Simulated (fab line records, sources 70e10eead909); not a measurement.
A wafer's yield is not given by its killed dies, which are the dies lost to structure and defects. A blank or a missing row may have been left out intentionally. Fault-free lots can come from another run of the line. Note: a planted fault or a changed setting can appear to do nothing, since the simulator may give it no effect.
Which tool is to blame? ; flow nand-harc ; 24 lots, 72 wafers sampled, at 4 steps of a route of 1159

== WHAT THE GAUGES READ, wafer by wafer ==
NHARC_A_SGD_CUT_CD_MEAS_09 targets a cd of 100 nm.
lot;measured;on;cd-nm (nm)
L075;day 14 02:37;cd-sem-01;101.0 100.9 99.8
L074;day 14 03:03;cd-sem-01;99.7 99.9 99.8
L076;day 14 03:23;cd-sem-02;99.9 99.9 99.7
L080;day 14 21:10;cd-sem-02;99.0 99.6 99.4
L077;day 14 21:39;cd-sem-01;99.8 100.2 99.8
L078;day 14 21:29;cd-sem-03;100.3 100.3 100.0
L079;day 14 22:12;cd-sem-02;100.3 101.0 100.4
L081;day 15 10:49;cd-sem-01;100.3 100.3 100.3
L083;day 15 22:01;cd-sem-03;100.2 99.7 99.7
L082;day 15 22:29;cd-sem-03;100.4 100.2 100.7
L084;day 16 10:35;cd-sem-01;100.1 100.1 100.0
L086;day 17 00:07;cd-sem-01;99.9 99.8 99.7
L085;day 17 00:20;cd-sem-03;99.7 99.7 99.8
L087;day 17 00:32;cd-sem-02;100.3 100.1 100.1
L089;day 17 16:22;cd-sem-02;99.6 99.8 100.0
L088;day 17 16:33;cd-sem-03;99.9 99.8 100.1
L090;day 17 21:14;cd-sem-02;100.4 100.1 99.5
L091;day 17 21:29;cd-sem-03;100.0 99.7 99.8
L092;day 18 02:22;cd-sem-02;99.4 99.2 99.6
L093;day 18 02:35;cd-sem-03;100.6 100.5 100.4
L095;day 18 13:34;cd-sem-02;99.1 100.0 99.1
L094;day 18 13:37;cd-sem-01;99.8 100.1 99.7
L096;day 18 13:55;cd-sem-02;99.9 99.8 100.1
L097;day 19 23:47;cd-sem-01;100.0 100.0 99.7

NHARC_A_SLIT_CD_MEAS_21.
lot;measured;on;cd-nm (nm)
L075;day 14 20:00;cd-sem-01;290.3 289.9 290.0
L074;day 14 21:19;cd-sem-03;289.7 289.3 289.1
L076;day 14 18:18;cd-sem-03;288.8 289.0 288.5
L080;day 15 11:55;cd-sem-03;289.2 290.0 289.9
L077;day 15 13:20;cd-sem-03;289.4 288.6 288.9
L078;day 15 11:34;cd-sem-01;289.3 288.4 288.5
L079;day 15 10:15;cd-sem-02;289.7 290.0 290.5
L081;day 16 05:07;cd-sem-02;290.9 289.4 289.8
L083;day 16 15:16;cd-sem-01;290.3 289.8 289.2
L082;day 16 16:59;cd-sem-01;289.5 289.5 289.2
L084;day 16 23:46;cd-sem-03;290.9 290.2 290.8
L086;day 17 21:56;cd-sem-01;289.3 289.1 288.9
L085;day 17 20:14;cd-sem-01;289.5 289.1 289.7
L087;day 17 18:35;cd-sem-01;289.7 290.0 290.3
L089;day 18 07:56;cd-sem-02;289.3 289.3 289.4
L088;day 18 09:37;cd-sem-03;288.1 289.1 289.2
L090;day 18 14:58;cd-sem-02;290.1 290.3 290.2
L091;day 18 11:46;cd-sem-03;289.4 289.1 289.0
L092;day 18 16:51;cd-sem-02;289.1 289.8 289.7
L093;day 18 17:07;cd-sem-03;289.4 289.2 289.8
L095;day 19 06:14;cd-sem-01;290.6 290.8 290.4
L094;day 19 05:37;cd-sem-03;289.7 290.3 290.2
L096;day 19 07:16;cd-sem-02;288.2 288.0 288.7
L097;day 20 15:04;cd-sem-03;289.8 289.8 289.7

== TOOL THAT RAN EACH LOT (tool first, then ch and the chambers of the sampled wafers, then the start) ==
lot;NHARC_A_STAIRCASE_CMP_450;NHARC_A_SGD_CUT_DESCUM_14
L075;cmp-02 ch 1,2,3, day 13 23:57;rie-diel-02 ch 1,2, day 14 02:49
L074;cmp-01 ch 1,3, day 14 00:10;rie-diel-04 ch 0,1,3, day 14 03:14
L076;cmp-03 ch 1,2, day 14 00:38;rie-diel-03 ch 0,3, day 14 03:35
L080;cmp-01 ch 1,2, day 14 18:28;rie-diel-04 ch 1,2, day 14 21:21
L077;cmp-02 ch 2,3, day 14 18:30;rie-diel-03 ch 0,3, day 14 21:50
L078;cmp-01 ch 0,3, day 14 18:46;rie-diel-03 ch 1,2,3, day 14 21:41
L079;cmp-01 ch 2,3, day 14 19:43;rie-diel-04 ch 1,2,3, day 14 22:24
L081;cmp-01 ch 1,3, day 15 08:13;rie-diel-04 ch 1,3, day 15 11:00
L083;cmp-02 ch 1,2,3, day 15 19:21;rie-diel-04 ch 0,2,3, day 15 22:11
L082;cmp-01 ch 2,3, day 15 19:44;rie-diel-03 ch 0,3, day 15 22:41
L084;cmp-03 ch 0,3, day 16 07:45;rie-diel-02 ch 1,2, day 16 10:46
L086;cmp-01 ch 1,2, day 16 21:19;rie-diel-02 ch 0,1,3, day 17 00:18
L085;cmp-03 ch 1,2,3, day 16 21:25;rie-diel-04 ch 0,1, day 17 00:32
L087;cmp-01 ch 1,2,3, day 16 21:41;rie-diel-03 ch 0,1, day 17 00:43
L089;cmp-02 ch 0,2,3, day 17 13:47;rie-diel-02 ch 2,3, day 17 16:34
L088;cmp-01 ch 0,1, day 17 13:53;rie-diel-02 ch 0,1,2, day 17 16:56
L090;cmp-01 ch 1,3, day 17 18:38;rie-diel-04 ch 0,1, day 17 21:25
L091;cmp-01 ch 0,3, day 17 18:50;rie-diel-03 ch 0,3, day 17 21:40
L092;cmp-02 ch 1,2,3, day 17 23:48;rie-diel-03 ch 0,1,3, day 18 02:34
L093;cmp-03 ch 0,2,3, day 18 00:08;rie-diel-02 ch 0,1,2, day 18 02:47
L095;cmp-01 ch 0,1,3, day 18 10:34;rie-diel-03 ch 0,3, day 18 13:46
L094;cmp-03 ch 1,2,3, day 18 11:03;rie-diel-04 ch 1,2,3, day 18 13:50
L096;cmp-02 ch 1,2,3, day 18 11:10;rie-diel-03 ch 0,2,3, day 18 14:11
L097;cmp-02 ch 1,2, day 19 21:13;rie-diel-03 ch 1,2,3, day 19 23:58
- NHARC_A_STAIRCASE_CMP_450: polishes SiO2, target thk 200 nm.
- NHARC_A_SGD_CUT_DESCUM_14: chemistry O2, time 3 s.

== AS READ BY THE TOOLS THEMSELVES (means over the sampled wafers that have a number; for cases with no such wafer, the mark the record gives instead) ==
NHARC_A_STAIRCASE_CMP_450.
lot;tool;motor-current-A (A);slurry-filter-dp-kPa (kPa)
L075;cmp-02;12.3;13.56
L074;cmp-01;12.7;13.46
L076;cmp-03;12.8;13.44
L080;cmp-01;12.1;13.49
L077;cmp-02;12.1;13.32
L078;cmp-01;13.5;13.46
L079;cmp-01;12.9;13.58
L081;cmp-01;12.8;13.37
L083;cmp-02;12.3;13.44
L082;cmp-01;12.9;13.58
L084;cmp-03;14.4;13.50
L086;cmp-01;11.8;13.54
L085;cmp-03;12.9;13.57
L087;cmp-01;12.5;13.58
L089;cmp-02;12.0;13.43
L088;cmp-01;13.1;13.43
L090;cmp-01;12.8;13.58
L091;cmp-01;13.4;13.54
L092;cmp-02;12.5;13.56
L093;cmp-03;13.0;13.54
L095;cmp-01;13.1;13.75
L094;cmp-03;13.1;13.53
L096;cmp-02;12.2;13.47
L097;cmp-02;12.2;13.56

NHARC_A_SGD_CUT_DESCUM_14.
lot;tool;drypump-motor-current-A (A);oes-product-au (a.u.);rf-vpp-V (V);showerhead-plenum-p-Torr (Torr);throttle-valve-pct (%)
L075;rie-diel-02;6.1;0.999;57.4;1.90;11.317
L074;rie-diel-04;5.7;1.005;58.3;2.00;11.314
L076;rie-diel-03;5.7;0.996;57.9;1.95;11.305
L080;rie-diel-04;5.3;0.996;57.4;1.96;11.312
L077;rie-diel-03;5.7;1.004;57.8;1.95;11.315
L078;rie-diel-03;5.3;0.985;58.1;1.87;11.312
L079;rie-diel-04;5.7;1.005;58.4;1.96;11.311
L081;rie-diel-04;6.1;1.002;58.1;1.97;11.300
L083;rie-diel-04;5.7;1.013;57.9;1.96;11.316
L082;rie-diel-03;5.4;1.000;57.5;1.91;11.307
L084;rie-diel-02;6.1;0.997;57.0;1.86;11.313
L086;rie-diel-02;5.7;1.012;57.7;1.83;11.313
L085;rie-diel-04;5.3;1.004;58.4;2.04;11.315
L087;rie-diel-03;6.0;0.995;56.8;1.95;11.313
L089;rie-diel-02;5.7;1.005;57.5;1.89;11.320
L088;rie-diel-02;5.9;0.997;58.1;1.85;11.311
L090;rie-diel-04;5.3;1.004;57.7;2.03;11.314
L091;rie-diel-03;5.7;1.003;58.2;1.95;11.310
L092;rie-diel-03;5.6;0.994;58.0;1.92;11.321
L093;rie-diel-02;5.9;1.002;57.1;1.85;11.309
L095;rie-diel-03;5.7;0.998;57.4;1.95;11.314
L094;rie-diel-04;5.7;0.999;57.5;1.96;11.311
L096;rie-diel-03;5.4;1.000;57.6;1.90;11.311
L097;rie-diel-03;5.3;1.006;57.1;1.87;11.316

== THE ANSWER, worked out from the rows above alone ==
Rule: the usual values come from the lots themselves. Put in order of their means at a reading, lots are off if they are a third of the lots or fewer, leave a main group of 4 or more, and stand apart from it by a gap of 3 or more times the standard deviation of the main group's means; of several such gaps the widest counts. A main group whose means are all the same, to the digits that the tables above print for the reading, isn't used. A lot without any number at a reading at which 4 lots or more have one is off too. Any other lot the step has rows for is counted as sound. The gauges are gone through in route order, then the tools' own readings, and for those a lot's mean is taken as printed above. At the first step where some lot is off, the reading lying furthest off is the one used; lots without a number count as furthest.
Nothing can be told from this: no lot is off at any reading shown.

== WHAT HAD BEEN PUT IN BY THE SIMULATOR ==
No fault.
